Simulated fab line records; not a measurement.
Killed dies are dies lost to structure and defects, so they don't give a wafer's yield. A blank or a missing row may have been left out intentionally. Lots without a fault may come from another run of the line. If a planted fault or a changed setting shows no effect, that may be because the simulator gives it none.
Check for tools in common ; flow nand-harc ; Sampled: 12 lots, 36 wafers

REASON FOR OPENING
Flagged at NHARC_END_SORT_01: reading killed-at-array, on 2 of 12 lots. Wafers without a fault read 27, standard deviation 11.
Rule: a lot gets a flag if all its wafers with a number sit over 4 standard deviations from that mean, or if no wafer of it has a number. All remaining lots are regarded as sound.

lot;measured;on;killed-at-array, wafer by wafer;flag
L491;day 20 06:16;prober-01;23 23 21;
L495;day 20 20:29;prober-02;19 30 27;
L497;day 21 03:04;prober-01;20 14 21;
L500;day 21 10:00;prober-02;32 24 25;
L499;day 22 02:11;prober-02;29 28 27;
L503;day 22 16:02;prober-01;42 35 46;
L505;day 23 12:03;prober-02;672 673 674;FLAGGED
L507;day 23 12:49;prober-01;672 670 670;FLAGGED
L511;day 24 12:21;prober-01;49 50 45;
L510;day 24 14:32;prober-02;25 27 27;
L513;day 25 12:46;prober-02;19 23 26;
L514;day 26 19:52;prober-02;29 19 19;
The numbers of the flagged lots are 672 on average: +645 against the usual, or +59 standard deviations.

WHICH TOOL EACH LOT WENT THROUGH
The record holds 4 process steps before the reading, out of a route of 1159 steps. Cell contents, in order: the tool; ch with the chambers the sampled wafers went through; the start.
lot;flag;NHARC_A_STAIRCASE_STRIP_475;NHARC_A_SGD_CUT_DESCUM_14;NHARC_A_SGD_CUT_ETCH_15;NHARC_A_SGD_CUT_CMP_21
L491;;rie-diel-11 ch 0,1, day 13 22:52 or earlier;rie-diel-06 ch 1,2, day 13 22:52;rie-diel-06 ch 0,2,3, day 13 23:21;cmp-03 ch 1,2, day 14 05:34
L495;;rie-diel-11 ch 1,2,3, day 14 11:13 or earlier;rie-diel-13 ch 0,1,2, day 14 11:13;rie-diel-13 ch 0,1,2, day 14 11:41;cmp-01 ch 0,2,3, day 14 16:09
L497;;rie-diel-11 ch 0,2,3, day 15 13:47 or earlier;rie-diel-05 ch 0,3, day 15 13:47;rie-diel-05 ch 0,1, day 15 14:15;cmp-03 ch 0,2,3, day 15 19:09
L500;;rie-diel-11 ch 0,1,2, day 16 03:11 or earlier;rie-diel-05 ch 1,2,3, day 16 03:11;rie-diel-05 ch 0,1,3, day 16 03:43;cmp-04 ch 0,1,2, day 16 08:23
L499;;rie-diel-12 ch 0,1,3, day 16 02:58 or earlier;rie-diel-13 ch 2,3, day 16 02:58;rie-diel-13 ch 2,3, day 16 03:41;cmp-01 ch 0,1, day 16 08:27
L503;;rie-diel-11 ch 0,1,2, day 17 04:15 or earlier;rie-diel-05 ch 0,1,2, day 17 04:15;rie-diel-05 ch 1,2,3, day 17 04:44;cmp-04 ch 1,3, day 17 08:49
L505;FLAGGED;rie-diel-02 ch 2,3, day 17 16:51 or earlier;rie-diel-05 ch 2,3, day 17 16:51;rie-diel-05 ch 1,2,3, day 17 17:20;cmp-01 ch 1,2,3, day 18 05:08
L507;FLAGGED;rie-diel-12 ch 1,2, day 17 23:19 or earlier;rie-diel-05 ch 0,2,3, day 17 23:19;rie-diel-05 ch 0,1,2, day 17 23:47;cmp-03 ch 1,2, day 18 05:10
L511;;rie-diel-11 ch 0,1,3, day 18 23:35;rie-diel-06 ch 1,2,3, day 19 01:12;rie-diel-06 ch 0,1,2, day 19 01:43;cmp-03 ch 1,2,3, day 19 06:39
L510;;rie-diel-02 ch 1,2,3, day 19 00:52 or earlier;rie-diel-05 ch 2,3, day 19 00:52;rie-diel-05 ch 1,2,3, day 19 01:25;cmp-01 ch 1,2,3, day 19 06:39
L513;;rie-diel-02 ch 1,2, day 20 03:13 or earlier;rie-diel-05 ch 0,1,2, day 20 03:13;rie-diel-05 ch 0,1,3, day 20 03:42;cmp-01 ch 0,2, day 20 10:39
L514;;rie-diel-12 ch 1,3, day 20 02:28;rie-diel-05 ch 1,3, day 20 04:13;rie-diel-05 ch 0,2, day 20 04:42;cmp-01 ch 0,1, day 20 10:47
What is done by these steps:
- NHARC_A_STAIRCASE_STRIP_475: strips in O2, time 20 s.
- NHARC_A_SGD_CUT_DESCUM_14: chemistry O2, time 3 s.
- NHARC_A_SGD_CUT_ETCH_15: etches the open film in CH3F/O2, target depth 75 nm, time 64.3 s.
- NHARC_A_SGD_CUT_CMP_21: polishes, target thk 148.19 nm.
- NHARC_END_SORT_01

FLAGGED OVER TOTAL, TOOL BY TOOL (the gauges that took the reading come last)
step;tool;lots run;flagged;share of the flagged lots;sound lots run after its first flagged lot
NHARC_A_STAIRCASE_STRIP_475;rie-diel-02;3;1;some;2 (L510,L513)
NHARC_A_STAIRCASE_STRIP_475;rie-diel-11;6;0;none;-
NHARC_A_STAIRCASE_STRIP_475;rie-diel-12;3;1;some;1 (L514)
NHARC_A_SGD_CUT_DESCUM_14;rie-diel-05;8;2;all;3 (L510,L513,L514)
NHARC_A_SGD_CUT_DESCUM_14;rie-diel-06;2;0;none;-
NHARC_A_SGD_CUT_DESCUM_14;rie-diel-13;2;0;none;-
NHARC_A_SGD_CUT_ETCH_15;rie-diel-05;8;2;all;3 (L510,L513,L514)
NHARC_A_SGD_CUT_ETCH_15;rie-diel-06;2;0;none;-
NHARC_A_SGD_CUT_ETCH_15;rie-diel-13;2;0;none;-
NHARC_A_SGD_CUT_CMP_21;cmp-01;6;1;some;3 (L510,L513,L514)
NHARC_A_SGD_CUT_CMP_21;cmp-03;4;1;some;1 (L511)
NHARC_A_SGD_CUT_CMP_21;cmp-04;2;0;none;-
NHARC_END_SORT_01;prober-01;5;1;some;1 (L511)
NHARC_END_SORT_01;prober-02;7;1;some;3 (L510,L513,L514)
NHARC_A_STAIRCASE_STRIP_475: start missing for some lots; hours and lot order therefore follow NHARC_A_SGD_CUT_DESCUM_14.

WHAT THE TABLE ALLOWS
Table rows that saw every flagged lot: 2, namely rie-diel-05 at NHARC_A_SGD_CUT_DESCUM_14 and rie-diel-05 at NHARC_A_SGD_CUT_ETCH_15.
- rie-diel-05 at NHARC_A_SGD_CUT_DESCUM_14 ran 8 lots, 2 of them flagged. Sound lots ran on it after the first flagged one (L510, L513, L514), which a lasting fault on the whole tool wouldn't allow.
- rie-diel-05 at NHARC_A_SGD_CUT_ETCH_15 ran 8 lots, 2 of them flagged. Sound lots ran on it after the first flagged one (L510, L513, L514), which a lasting fault on the whole tool wouldn't allow. On the flagged lots its readings are blank where sound lots have values: bias-w, ch3f-flow-sccm, drypump-motor-current-A, oes-product-au and 3 more.
No row of the table ran every flagged lot and no sound lot after the first.

WHAT THE SIMULATOR PUT IN
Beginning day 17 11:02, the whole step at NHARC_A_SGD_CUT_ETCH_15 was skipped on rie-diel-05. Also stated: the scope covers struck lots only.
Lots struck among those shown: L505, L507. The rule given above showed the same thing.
